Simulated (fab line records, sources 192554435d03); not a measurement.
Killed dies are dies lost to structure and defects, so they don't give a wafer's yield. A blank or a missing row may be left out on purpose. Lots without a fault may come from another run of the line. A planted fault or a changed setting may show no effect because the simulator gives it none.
fab line records | flow n5_finfet
record lots=7 wafers=18 last_day=20
route steps=1938 shown BEOL_M11@1542 PASSIVATION@1936
lots that met no fault: from a run of the same line without faults
start_h: hours from the record's first day to the start of the lot's first wafer shown | wait_h: hours since the lot's step before | " the same as in the row above | L1.1+2: a row that stands for several wafers | - no value, or no start given | * or withheld: withheld | < > ~ a bound
route shown NAME@n: a module of which the file shows steps, and the number in the route of the first | usual: mean/standard deviation of fault-free wafers | same: alike in all rows | chamber/n: place in a boat | sites: the reading at each site | _std_site: their standard deviation | _edge_site: outer sites' mean less inner sites' | radius_mm: how far each site lies from the wafer's centre | mask NAME#n: copy n | behind: the tool/chamber that last shaped the wafer | hold: why the lot was held/for how many hours/how that ended | device: the transistor (n, p or np) that didn't switch | end of line: the same wafers' tests at the end of the route | a step without rows: its recipe alone | killed: dies lost to structure and defects at the first sort, not the wafer's yield | map: a wafer's dies, x killed, . not, _ none there
set.NAME: the setting as run; set.NAME@STEP: as run at that earlier step | model.NAME: the simulator's own value behind a step, which no gauge read
lots at some steps of the route; a table a step, a row a wafer
services: from which hour (start_h, from the record's first day; less than 0 if before it) a tool's chamber was out of use, for how many hours, and why
## steps
# step N5_BEOL_M11_COAT_60
# recipe resist=SiARC temp_c=220 time_s=60 spin_rpm=1500 resist_thk_nm=30
# step N5_BEOL_M11_COAT_05
# recipe resist=CAR-ArF spin_rpm=1500 resist_thk_nm=90
# step N5_BEOL_M11_EBR_07
# recipe solvent=PGMEA ebr_width_mm=1.5
# step N5_BEOL_M11_SOFTBAKE_06
# recipe temp_c=110 time_s=60 resist=CAR-ArF
# step N5_BEOL_M11_EXPOSE_08
# recipe mask_id=M11 na=1.35 source_shape=dipole sigma_inner=0.411 sigma_outer=0.611 polarization=te dose_mj=53.75
# step N5_BEOL_M11_PEB_09
# recipe peb_temp_c=withheld peb_time_s=60 resist=CAR-ArF
# step N5_BEOL_M11_DEVELOP_10
# recipe develop_time_s=30 developer=TMAH resist=CAR-ArF rinse_liquid=diw dry=air_spin dev_temp_c=23
# step N5_BEOL_M11_CD_MEAS_11
# recipe target_cd_nm=64.1 landing_energy_ev=500 detector=se_inlens polarity=opening
# usual cd_nm=64.0/0.59
# columns lot.wafer tool chamber start_h wait_h cd_nm
L384.2 cd_sem-03 0 298.76 - 63.9
L384.3 " 0 " " 64.8
L384.4 " 0 " " 63.9
L388.2 cd_sem-03 0 360.57 - 64.6
L388.3 " 0 " " 64.2
L388.4 " 0 " " 64.1
L403.2 cd_sem-02 0 410.47 - 64.8
L403.3 " 0 " " 64.4
L403.5 " 0 " " 64.2
L394.1 cd_sem-02 0 410.64 - 63.7
L394.6 " 0 " " 63.2
L400.1 cd_sem-01 0 422.94 - 63.2
L400.4 " 0 " " 62.6
L402.1 cd_sem-01 0 423.10 - 63.9
L402.5 " 0 " " 63.1
L405.1 cd_sem-03 0 428.52 - 63.4
L405.2 " 0 " " 63.8
L405.5 " 0 " " 64.1
# step N5_BEOL_M11_OVL_MEAS_12
# recipe points_per_wafer=44
# usual M11_OVL=0.2/0.92
# columns lot.wafer tool chamber start_h wait_h M11_OVL[nm]
L384.2 overlay-01 0 298.78 0.0 0.9
L384.3 " 0 " " 1.0
L384.4 " 0 " " 1.2
L388.2 overlay-01 0 360.59 0.0 1.4
L388.3 " 0 " " 0.6
L388.4 " 0 " " 1.0
L403.2 overlay-02 0 410.50 0.0 0.7
L403.3 " 0 " " 1.0
L403.5 " 0 " " -0.7
L394.1 overlay-02 0 410.69 0.0 -0.6
L394.6 " 0 " " 0.8
L400.1 overlay-01 0 423.01 0.1 1.4
L400.4 " 0 " " 1.6
L402.1 overlay-01 0 423.13 0.0 -1.3
L402.5 " 0 " " -0.3
L405.1 overlay-02 0 428.55 0.0 -2.3
L405.2 " 0 " " -0.5
L405.5 " 0 " " 0.2
# step N5_BEOL_M11_INSPECT_13
# recipe mode=adi inspect_instrument=brightfield
# usual raw_defect_count=383/89
# columns lot.wafer tool chamber start_h wait_h raw_defect_count
L384.2 defect_inspect-01 - 298.81 0.0 445
L384.3 " - " " 422
L384.4 " - " " 364
L388.2 defect_inspect-01 - 360.62 0.0 405
L388.3 " - " " 750
L388.4 " - " " 504
L403.2 defect_inspect-01 - 410.52 0.0 450
L403.3 " - " " 505
L403.5 " - " " 357
L394.1 defect_inspect-01 - 410.71 0.0 429
L394.6 " - " " 460
L400.1 defect_inspect-02 - 423.03 0.0 378
L400.4 " - " " 433
L402.1 defect_inspect-02 - 423.16 0.0 225
L402.5 " - " " 290
L405.1 defect_inspect-02 - 428.57 0.0 436
L405.2 " - " " 406
L405.5 " - " " 269
# step N5_BEOL_M11_DESCUM_16
# recipe chemistry=O2 time_s=7.9 source_power_w=50 bias_power_w=20 pressure_mtorr=20 rf_frequency_hz=2.712e+07 temp_c=40 resist=CAR-ArF o2_flow_sccm=225
# usual drypump_motor_current_A=6.0/0.34 o2_flow_sccm=225.0/0.67 oes_product_au=0.79/0.072 rf_vpp_V=242.7/1.5 showerhead_plenum_p_Torr=2.07/0.082 throttle_valve_pct=20.45/0.29
# columns lot.wafer tool chamber start_h wait_h drypump_motor_current_A o2_flow_sccm oes_product_au rf_hours_counter_h rf_vpp_V showerhead_plenum_p_Torr throttle_valve_pct
L384.2 rie_diel-04 1 298.97 0.2 6.4 225.0 0.90 28 242.8 2.16 20.67
L384.3 " 3 " " 5.2 224.6 0.84 72 245.2 2.13 20.41
L384.4 " 2 " " 5.9 225.2 0.84 60 243.4 2.06 20.50
L388.2 rie_diel-01 0 360.65 0.0 6.1 225.4 0.74 156 239.3 1.93 20.73
L388.3 " 3 " " 6.3 223.6 0.74 210 244.2 2.17 20.73
L388.4 " 2 " " 6.0 225.0 0.85 53 242.5 2.11 19.89
L403.2 rie_diel-01 1 410.56 0.0 6.1 224.3 0.73 178 243.5 2.00 20.48
L403.3 " 3 " " 6.3 225.6 0.72 224 242.8 2.16 20.76
L403.5 " 0 " " 6.1 224.7 0.74 - 240.1 1.93 20.75
L394.1 rie_diel-04 0 410.74 0.0 5.7 225.1 0.70 219 242.6 2.08 20.49
L394.6 " 1 " " 6.4 225.5 0.86 - 242.5 2.14 20.73
L400.1 rie_diel-04 1 423.07 0.0 6.3 226.0 0.84 65 243.9 2.14 20.73
L400.4 " 2 " " 5.9 223.9 0.80 97 241.6 2.04 20.56
L402.1 rie_diel-04 0 423.32 0.2 5.7 224.8 0.69 223 242.1 2.08 20.53
L402.5 " 0 " " 5.7 225.2 0.69 - 242.3 2.08 20.52
L405.1 rie_diel-01 0 428.61 0.0 6.1 225.7 0.73 178 240.8 1.92 20.77
L405.2 " 1 " " 6.1 225.0 0.72 186 241.9 2.00 20.51
L405.5 " 0 " " 6.1 225.2 0.73 - 241.3 1.92 20.78
# step N5_BEOL_M11_ETCH_61
# recipe chemistry=CF4 target=SiARC target_depth_a=390 mask_material=CAR-ArF time_s=65 ion_energy_ev=80 pressure_mtorr=40 source_w=545 bias_w=36 Ar_flow_sccm=100 cf4_flow_sccm=100 ends=cleared
# usual drypump_motor_current_A=6.0/0.35 etch_rf_on_time_s=64.0/1.6 oes_product_au=0.68/0.063 rf_vpp_V=183.8/1.3 showerhead_plenum_p_Torr=2.11/0.082 throttle_valve_pct=15.58/0.22
# columns lot.wafer tool chamber start_h wait_h drypump_motor_current_A etch_rf_on_time_s oes_product_au rf_hours_counter_h rf_vpp_V showerhead_plenum_p_Torr throttle_valve_pct
L384.2 rie_diel-04 1 299.01 0.0 6.4 63.4 0.77 28 186.6 2.18 15.64
L384.3 " 3 " " 5.2 62.5 0.73 72 185.5 2.17 15.51
L384.4 " 2 " " 5.9 65.0 0.73 60 184.1 2.08 15.55
L388.2 rie_diel-01 0 360.69 0.0 6.1 63.0 0.64 156 181.5 1.96 15.81
L388.3 " 3 " " 6.4 64.5 0.63 210 184.1 2.21 15.85
L388.4 " 2 " " 6.0 62.0 0.73 53 185.5 2.18 15.27
L403.2 rie_diel-01 1 410.59 0.0 6.1 64.3 0.63 178 183.0 2.05 15.66
L403.3 " 3 " " 6.3 65.5 0.61 225 184.0 2.20 15.86
L403.5 " 0 " " 6.1 62.2 0.64 - 182.6 1.96 15.84
L394.1 rie_diel-04 0 410.78 0.0 5.7 66.4 0.58 219 184.3 2.12 15.67
L394.6 " 1 " " 6.4 63.5 0.73 - 183.0 2.17 15.74
L400.1 rie_diel-04 1 423.10 0.0 6.3 62.3 0.73 65 185.5 2.17 15.72
L400.4 " 2 " " 5.9 65.5 0.69 97 182.3 2.07 15.65
L402.1 rie_diel-04 0 423.35 0.0 5.7 66.6 0.58 223 183.9 2.11 15.68
L402.5 " 0 " " 5.7 66.0 0.58 - 183.0 2.11 15.68
L405.1 rie_diel-01 0 428.66 0.0 6.1 62.2 0.64 178 182.2 1.96 15.85
L405.2 " 1 " " 6.1 64.2 0.63 186 183.6 2.04 15.68
L405.5 " 0 " " 6.1 61.8 0.64 - 181.0 1.96 15.86
# step N5_BEOL_M11_ETCH_62
# recipe chemistry=N2/H2 target=SOC target_depth_a=1100 overetch_a=220 mask_material=SiARC temp_c=40 time_s=165 ion_energy_ev=200 pressure_mtorr=30 source_w=840 bias_w=150 n2_flow_sccm=200 h2_flow_sccm=200
# usual drypump_motor_current_A=6.0/0.35 oes_product_au=0.67/0.057 rf_vpp_V=522.7/2.9 showerhead_plenum_p_Torr=2.50/0.1 throttle_valve_pct=17.84/0.28
# columns lot.wafer tool chamber start_h wait_h drypump_motor_current_A oes_product_au rf_hours_counter_h rf_vpp_V showerhead_plenum_p_Torr throttle_valve_pct model.SiARC_of_BEOL_M11_COAT_60.thk_nm
L384.2 rie_diel-04 1 299.06 0.0 6.4 0.75 28 525.2 2.59 17.94 23.6
L384.3 " 3 " " 5.2 0.70 72 525.8 2.58 17.82 23.2
L384.4 " 2 " " 5.9 0.72 60 521.2 2.47 17.70 23.8
L388.2 rie_diel-01 0 360.74 0.0 6.1 0.63 156 516.2 2.34 18.15 23.2
L388.3 " 3 " " 6.3 0.63 210 527.1 2.63 18.25 23.6
L388.4 " 2 " " 6.1 0.71 53 524.5 2.60 17.63 23.2
L403.2 rie_diel-01 1 410.64 0.0 6.1 0.62 178 521.5 2.44 18.00 23.6
L403.3 " 3 " " 6.3 0.62 225 526.9 2.63 18.26 23.8
L403.5 " 0 " " 6.1 0.62 - 517.8 2.34 18.19 23.2
L394.1 rie_diel-04 0 410.83 0.0 5.7 0.52 219 523.3 2.51 17.80 22.2
L394.6 " 1 " " 6.4 0.64 - 526.3 2.57 17.98 21.8
L400.1 rie_diel-04 1 423.15 0.0 6.4 0.63 65 526.1 2.57 17.98 21.8
L400.4 " 2 " " 5.9 0.69 97 521.5 2.46 17.77 23.8
L402.1 rie_diel-04 0 423.40 0.0 5.7 0.52 223 523.0 2.51 17.81 22.2
L402.5 " 0 " " 5.7 0.58 - 522.5 2.51 17.80 23.8
L405.1 rie_diel-01 0 428.74 0.1 6.0 0.62 178 516.3 2.33 18.19 23.2
L405.2 " 1 " " 6.1 0.62 186 521.0 2.43 18.01 23.6
L405.5 " 0 " " 6.1 0.62 - 518.4 2.33 18.19 23
# step N5_BEOL_M11_STRIP_68
# recipe chemistry=N2/H2 temp_c=40 n2_flow_sccm=200 h2_flow_sccm=200 rf_frequency_hz=6e+07
# step N5_BEOL_M11_STRIP_67
# recipe chemistry=CF4 resist=SiARC power_w=300 bias_power_w=75 pressure_mtorr=50 cf4_flow_sccm=150 rf_frequency_hz=6e+07
# usual drypump_motor_current_A=6.0/0.35 oes_product_au=0.79/0.068 rf_vpp_V=270.7/1.8 showerhead_plenum_p_Torr=1.77/0.068 throttle_valve_pct=13.56/0.23
# columns lot.wafer tool chamber start_h wait_h drypump_motor_current_A oes_product_au rf_hours_counter_h rf_vpp_V showerhead_plenum_p_Torr throttle_valve_pct
L384.2 rie_diel-04 1 299.21 0.0 6.4 0.89 28 272.1 1.84 13.64
L384.3 " 3 " " 5.2 0.83 72 271.5 1.83 13.54
L384.4 " 2 " " 5.9 0.86 60 272.1 1.76 13.56
L388.2 rie_diel-01 0 360.88 0.0 6.0 0.75 156 269.1 1.65 13.81
L388.3 " 3 " " 6.3 0.74 211 270.9 1.84 13.80
L388.4 " 2 " " 6.1 0.84 53 273.7 1.82 13.24
L403.2 rie_diel-01 1 410.79 0.0 6.1 0.73 178 270.7 1.72 13.65
L403.3 " 3 " " 6.3 0.73 225 271.8 1.83 13.82
L403.5 " 0 " " 6.1 0.74 - 267.0 1.65 13.84
L394.1 rie_diel-04 0 410.97 0.0 5.7 0.69 219 270.3 1.76 13.63
L394.6 " 1 " " 6.3 0.84 - 271.7 1.83 13.73
L400.1 rie_diel-04 1 423.30 0.0 6.3 0.82 65 271.9 1.83 13.73
L400.4 " 2 " " 5.9 0.82 97 270.0 1.75 13.64
L402.1 rie_diel-04 0 423.55 0.0 5.6 0.68 223 271.4 1.76 13.64
L402.5 " 0 " " 5.7 0.69 - 269.9 1.76 13.65
L405.1 rie_diel-01 0 428.95 0.0 6.0 0.73 178 269.1 1.64 13.87
L405.2 " 1 " " 6.1 0.73 186 269.9 1.71 13.67
L405.5 " 0 " " 6.1 0.73 - 268.7 1.65 13.84
# step N5_BEOL_M11_HM_OPEN_17
# recipe chemistry=Cl2/BCl3 target_depth_a=200 overetch_a=60 target=TiN mask_material=SOC ion_energy_ev=150 pressure_mtorr=10 icp_w=1000 bias_w=126 Cl2_flow_sccm=53.25 bcl3_flow_sccm=21.75 Ar_flow_sccm=25
# usual drypump_motor_current_A=5.8/0.55 oes_product_au=0.68/0.062 throttle_valve_pct=22.06/0.23
# columns lot.wafer tool chamber start_h wait_h drypump_motor_current_A oes_product_au rf_hours_counter_h throttle_valve_pct model.etch.depth_nm
L384.2 rie_metal-02 0 299.25 0.0 5.7 0.68 30 21.62 20.02
L384.3 " 1 " " 5.3 0.72 - 22.38 20.25
L384.4 " 0 " " 5.7 0.68 - 21.62 20.15
L388.2 rie_metal-03 0 360.95 0.1 6.6 0.63 - 22.27 19.91
L388.3 " 0 " " 6.6 0.62 - 22.25 19.94
L388.4 " 0 " " 6.6 0.63 - 22.27 20.04
L403.2 rie_metal-01 1 410.83 0.0 5.1 0.70 30 22.11 20.02
L403.3 " 1 " " 5.1 0.70 - 22.12 20.03
L403.5 " 1 " " 5.1 0.71 - 22.12 19.96
L394.1 rie_metal-01 1 411.02 0.0 5.1 0.63 30 22.25 15.92
L394.6 " 1 " " 5.1 0.62 - 22.26 15.69
L400.1 rie_metal-03 1 423.34 0.0 5.7 0.68 6 21.94 15.69
L400.4 " 0 " " 6.6 0.62 - 22.28 19.88
L402.1 rie_metal-03 1 423.59 0.0 5.7 0.70 6 21.91 16.11
L402.5 " 1 " " 5.7 0.77 - 21.80 19.9
L405.1 rie_metal-01 0 429.01 0.0 5.8 0.63 45 21.94 19.69
L405.2 " 1 " " 5.1 0.69 31 22.13 19.57
L405.5 " 1 " " 5.1 0.70 - 22.12 19.99
# step N5_BEOL_M11_STRIP_19
# recipe chemistry=O2 power_w=400 temp_c=40 pressure_mtorr=30 rf_frequency_hz=6e+07 bias_power_w=0 overash_fraction=0.2 o2_flow_sccm=225
# usual drypump_motor_current_A=6.0/0.34 o2_flow_sccm=225.1/0.73 oes_product_au=0.79/0.065 rf_vpp_V=3.7/0.59 showerhead_plenum_p_Torr=2.06/0.086 throttle_valve_pct=16.64/0.29
# columns lot.wafer tool chamber start_h wait_h drypump_motor_current_A o2_flow_sccm oes_product_au rf_hours_counter_h rf_vpp_V showerhead_plenum_p_Torr throttle_valve_pct
L384.2 rie_diel-04 3 299.50 0.2 5.2 225.2 0.85 73 3.9 2.14 16.64
L384.3 " 2 " " 5.9 225.2 0.84 60 4.8 2.06 16.73
L384.4 " 0 " " 5.7 225.2 0.70 189 3.6 2.09 16.73
L388.2 rie_diel-06 0 361.15 0.2 5.9 225.0 0.81 72 3.6 2.04 16.15
L388.3 " 2 " " 5.2 225.0 0.87 38 3.4 2.14 16.38
L388.4 " 3 " " 6.3 224.9 0.74 175 2.9 1.93 16.56
L403.2 rie_diel-06 1 410.94 0.1 5.7 225.1 0.89 38 3.0 2.13 16.31
L403.3 " 3 " " 6.3 225.2 0.73 191 4.7 1.92 16.60
L403.5 " 3 " " 6.3 224.5 0.73 - 4.1 1.92 16.59
L394.1 rie_diel-06 1 411.13 0.1 5.7 224.9 0.91 38 4.6 2.13 16.28
L394.6 " 3 " " 6.3 224.4 0.73 - 2.8 1.92 16.59
L400.1 rie_diel-01 1 423.45 0.1 6.1 224.7 0.72 183 2.6 2.01 16.77
L400.4 " 0 " " 6.1 224.7 0.74 - 3.3 1.93 17.00
L402.1 rie_diel-04 0 423.90 0.3 5.7 225.2 0.69 224 3.5 2.08 16.80
L402.5 " 0 " " 5.7 225.6 0.70 - 3.7 2.08 16.80
L405.1 rie_diel-01 3 429.12 0.1 6.3 224.2 0.73 226 3.5 2.17 16.98
L405.2 " 0 " " 6.1 224.7 0.73 178 4.1 1.93 17.01
L405.5 " 0 " " 6.1 223.4 0.74 - 3.7 1.93 17.02
# step N5_PASSIVATION_PROBE_49
# usual defect_limited_yield=91.2/1.6 killed_at_M0_to_M3=33/11 killed_at_M4_up=14/5 killed_at_contacts=12/5.8 killed_at_front_end=41/12 killed_at_other=3.5/2.9 killed_dies=104/19 killed_open=68/14 killed_short=34/8.8 sort_bin_4_leakage=0.00/0.017 sort_bin_5_function=5.2/1.1 sort_bin_6_memory=3.2/0.71 sort_n_pass=1076/19 sort_yield_pct=91.2/1.6
# same gross_dies=1180 killed_at_back_side=0 sort_bin_8_speed[%]=0
# columns lot.wafer tool chamber start_h wait_h defect_limited_yield[%] killed_at_M0_to_M3 killed_at_M4_up killed_at_contacts killed_at_front_end killed_at_other killed_dies killed_open killed_short sort_bin_4_leakage[%] sort_bin_5_function[%] sort_bin_6_memory[%] sort_n_pass sort_yield_pct[%]
L384.2 prober-01 - 349.05 0.1 91.8 28 10 7 50 2 97 57 39 0 4.3 3.6 1083 91.8
L384.3 prober-01 - 349.10 0.1 91.4 46 9 11 33 2 101 69 30 0 5.5 2.9 1079 91.4
L384.4 prober-01 - 349.15 0.2 91.9 22 15 23 33 3 96 68 26 0 4.7 3.3 1084 91.9
L388.2 prober-01 - 406.60 0.1 89.1 54 21 3 50 1 129 75 48 0 5.4 4.5 1051 89.1
L388.3 prober-01 - 406.65 0.1 88.3 55 18 7 56 2 138 81 57 0 7.5 3.8 1042 88.3
L388.4 prober-01 - 406.70 0.2 90.6 42 23 2 41 3 111 64 46 0 5.0 3.7 1069 90.6
L394.1 prober-02 - 456.76 0.0 92.5 20 2 9 51 7 89 53 36 0.08 4.2 3.2 1090 92.4
L394.6 prober-02 - 457.01 0.3 91.6 27 6 5 57 4 99 64 33 0 4.4 3.9 1081 91.6
L403.2 prober-02 - 457.80 0.1 92.4 20 26 11 28 5 90 56 31 0 3.9 3.4 1090 92.4
L403.3 prober-02 - 457.85 0.1 92.3 21 18 17 30 5 91 59 30 0 4.9 2.5 1089 92.3
L403.5 prober-02 - 457.95 0.2 90.2 33 17 22 39 5 116 75 38 0 5.4 4.0 1064 90.2
L402.1 prober-01 - 468.90 0.0 90.6 53 9 20 24 5 111 74 37 0 5.5 3.8 1069 90.6
L402.5 prober-01 - 469.10 0.2 92.1 43 7 13 22 8 93 64 29 0 4.6 3.1 1087 92.1
L400.1 prober-02 - 474.56 0.0 89.9 37 19 7 53 3 119 83 32 0 6.6 3.4 1061 89.9
L400.4 prober-02 - 474.71 0.2 92.6 30 9 8 35 5 87 58 27 0 4.2 3.1 1093 92.6
L405.1 prober-01 - 479.93 0.0 89.9 43 7 12 51 6 119 78 41 0 5.8 3.6 1061 89.9
L405.2 prober-01 - 479.98 0.1 89.7 33 17 10 56 5 121 86 35 0 5.5 4.5 1059 89.7
L405.5 prober-01 - 480.13 0.2 90.7 29 20 12 49 0 110 78 31 0 5.3 3.6 1070 90.7
# killed by level:class
L384.2 FIN_SAQP:geometric_particle:short=9 STI_FIN_REVEAL:geometric_particle:open=9 FIN_SAQP:geometric_particle:open=8 BEOL_M3:geometric_particle:open=8 GATE_CUT:geometric_particle:short=8 BEOL_M2:geometric_particle:open=8 BEOL_M1:geometric_particle:open=6 DUMMY_GATE:geometric_particle:open=4
L384.3 BEOL_M0_SAQP:geometric_particle:open=12 BEOL_M1:geometric_particle:open=11 MOL_CONTACT_COAG:geometric_particle:open=11 FIN_SAQP:geometric_particle:open=9 BEOL_M0_SAQP:geometric_particle:short=8 BEOL_M2:geometric_particle:open=7 GATE_CUT:geometric_particle:short=4 BEOL_M1:geometric_particle:short=4
L384.4 MOL_CONTACT_COAG:geometric_particle:open=16 BEOL_M4:geometric_particle:open=10 MOL_CONTACT_COAG:geometric_particle:short=7 FIN_SAQP:geometric_particle:open=6 BEOL_M1:geometric_particle:open=6 BEOL_M2:geometric_particle:open=6 STI_FIN_REVEAL:geometric_particle:open=4 BEOL_M0_SAQP:geometric_particle:open=4
L388.2 BEOL_M0_SAQP:geometric_particle:short=22 BEOL_M0_SAQP:geometric_particle:open=14 FIN_SAQP:geometric_particle:short=13 BEOL_M2:geometric_particle:open=9 DUMMY_GATE:geometric_particle:open=8 FIN_SAQP:geometric_particle:open=6 BEOL_M6:geometric_particle:open=6 HKMG_FIN:area_etch=6
L388.3 FIN_SAQP:geometric_particle:short=19 BEOL_M0_SAQP:geometric_particle:open=17 BEOL_M0_SAQP:geometric_particle:short=16 BEOL_M4:geometric_particle:open=10 BEOL_M1:geometric_particle:open=9 FIN_SAQP:geometric_particle:open=7 GATE_CUT:geometric_particle:short=7 BEOL_M3:geometric_particle:open=7
L388.4 BEOL_M0_SAQP:geometric_particle:short=14 FIN_SAQP:geometric_particle:short=13 BEOL_M4:geometric_particle:open=9 DUMMY_GATE:geometric_particle:open=8 BEOL_M0_SAQP:geometric_particle:open=8 BEOL_M1:geometric_particle:open=5 GATE_CUT:geometric_particle:open=4 BEOL_M3:geometric_particle:open=4
L394.1 STI_FIN_REVEAL:geometric_particle:open=12 GATE_CUT:geometric_particle:short=8 MOL_CONTACT_COAG:geometric_particle:open=8 FIN_SAQP:geometric_particle:short=7 BEOL_M0_SAQP:geometric_particle:short=6 PASS1_CAP:geometric_particle:short=4 DUMMY_GATE:geometric_particle:open=4 SPACER0:geometric_particle:open=4
L394.6 STI_FIN_REVEAL:geometric_particle:open=23 BEOL_M0_SAQP:geometric_particle:open=10 BEOL_M0_SAQP:geometric_particle:short=10 FIN_SAQP:geometric_particle:open=7 MOL_CONTACT_COAG:geometric_particle:open=5 BEOL_M4:geometric_particle:open=5 STARTING-WAFER:geometric_particle:short=5 FIN_SAQP:geometric_particle:short=4
L403.2 MOL_CONTACT_COAG:geometric_particle:open=11 BEOL_M4:geometric_particle:open=11 BEOL_M0_SAQP:geometric_particle:short=7 FIN_SAQP:geometric_particle:short=6 BEOL_M0_SAQP:geometric_particle:open=6 FIN_SAQP:geometric_particle:open=4 GATE_CUT:geometric_particle:short=4 STI_FIN_REVEAL:geometric_particle:open=3
L403.3 MOL_CONTACT_COAG:geometric_particle:open=15 FIN_SAQP:geometric_particle:short=7 BEOL_M3:geometric_particle:open=7 FIN_SAQP:geometric_particle:open=6 GATE_CUT:geometric_particle:short=6 BEOL_M0_SAQP:geometric_particle:short=6 BEOL_M4:geometric_particle:open=6 BEOL_M6:geometric_particle:open=4
L403.5 MOL_CONTACT_COAG:geometric_particle:open=18 FIN_SAQP:geometric_particle:open=10 BEOL_M0_SAQP:geometric_particle:short=10 BEOL_M4:geometric_particle:open=9 BEOL_M2:geometric_particle:open=7 GATE_CUT:geometric_particle:short=7 STI_FIN_REVEAL:geometric_particle:open=5 BEOL_M1:geometric_particle:open=5
L402.1 BEOL_M0_SAQP:geometric_particle:open=19 BEOL_M0_SAQP:geometric_particle:short=16 MOL_CONTACT_COAG:geometric_particle:open=15 BEOL_M2:geometric_particle:open=7 BEOL_M4:geometric_particle:open=6 DUMMY_GATE:geometric_particle:open=5 MOL_CONTACT_COAG:geometric_particle:short=5 BEOL_M3:geometric_particle:open=4
L402.5 BEOL_M1:geometric_particle:open=13 BEOL_M2:geometric_particle:open=10 MOL_CONTACT_COAG:geometric_particle:open=9 BEOL_M0_SAQP:geometric_particle:open=8 STI_FIN_REVEAL:geometric_particle:open=6 BEOL_M0_SAQP:geometric_particle:short=6 MOL_CONTACT_COAG:geometric_particle:short=4 FIN_SAQP:geometric_particle:open=3
L400.1 FIN_SAQP:geometric_particle:open=13 FIN_SAQP:geometric_particle:short=10 BEOL_M0_SAQP:geometric_particle:open=9 BEOL_M2:geometric_particle:open=9 STI_FIN_REVEAL:geometric_particle:open=8 BEOL_M4:geometric_particle:open=8 DUMMY_GATE:geometric_particle:open=7 MOL_CONTACT_COAG:geometric_particle:open=6
L400.4 STI_FIN_REVEAL:geometric_particle:open=10 MOL_CONTACT_COAG:geometric_particle:open=7 BEOL_M2:geometric_particle:open=7 BEOL_M3:geometric_particle:open=7 FIN_SAQP:geometric_particle:short=6 BEOL_M0_SAQP:geometric_particle:open=5 BEOL_M1:geometric_particle:open=5 FIN_SAQP:geometric_particle:open=3
L405.1 BEOL_M3:geometric_particle:open=14 FIN_SAQP:geometric_particle:short=11 STI_FIN_REVEAL:geometric_particle:open=11 FIN_SAQP:geometric_particle:open=10 MOL_CONTACT_COAG:geometric_particle:open=10 BEOL_M0_SAQP:geometric_particle:short=9 BEOL_M2:geometric_particle:open=8 BEOL_M0_SAQP:geometric_particle:open=8
L405.2 FIN_SAQP:geometric_particle:open=22 FIN_SAQP:geometric_particle:short=13 BEOL_M0_SAQP:geometric_particle:open=9 STI_FIN_REVEAL:geometric_particle:open=8 MOL_CONTACT_COAG:geometric_particle:open=8 BEOL_M4:geometric_particle:open=7 BEOL_M3:geometric_particle:open=7 BEOL_M1:geometric_particle:open=5
L405.5 FIN_SAQP:geometric_particle:open=11 MOL_CONTACT_COAG:geometric_particle:open=11 FIN_SAQP:geometric_particle:short=8 BEOL_M0_SAQP:geometric_particle:open=8 DUMMY_GATE:geometric_particle:open=6 BEOL_M0_SAQP:geometric_particle:short=5 BEOL_M3:geometric_particle:open=5 BEOL_M4:geometric_particle:open=5
## services
# columns tool chamber start_h hours kind
rie_diel-04 3 278.30 9.8 repair
rie_metal-02 - 284.23 2.8 pm
rie_metal-03 - 291.70 2.5 repair
rie_metal-01 - 313.21 2.8 pm
rie_diel-04 0 327.20 4.9 repair
rie_metal-03 1 344.96 - clean
rie_metal-03 1 344.96 17.1 scheduled_down
rie_metal-03 1 344.96 17.1 vent_cycle
rie_metal-02 - 384.25 0.3 repair
rie_metal-02 0 395.44 45.7 repair
rie_diel-01 3 415.83 13.0 repair
rie_diel-01 2 421.82 7.1 repair
rie_metal-01 - 426.23 1.7 repair
## key
first_sign none at tools or gauges
model_effect step=N5_BEOL_M11_ETCH_62 value=SiARC_of_BEOL_M11_COAT_60.thk_nm without=23.65 struck=22
model_effect step=N5_BEOL_M11_HM_OPEN_17 value=etch.depth_nm without=19.83 struck=15.85
met_at N5_BEOL_M11_ETCH_62
struck_wafers L394.1,L394.6,L400.1,L402.1
onset_between 299.06 410.83
fault kind=process_parameter_drift tool=rie_diel-04 chamber=- onset_h=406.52 steps=N5_BEOL_M11_ETCH_62 channel=time_s offset=* shape=step end_h=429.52 scope=struck_wafers_only acts_in=* stated=*
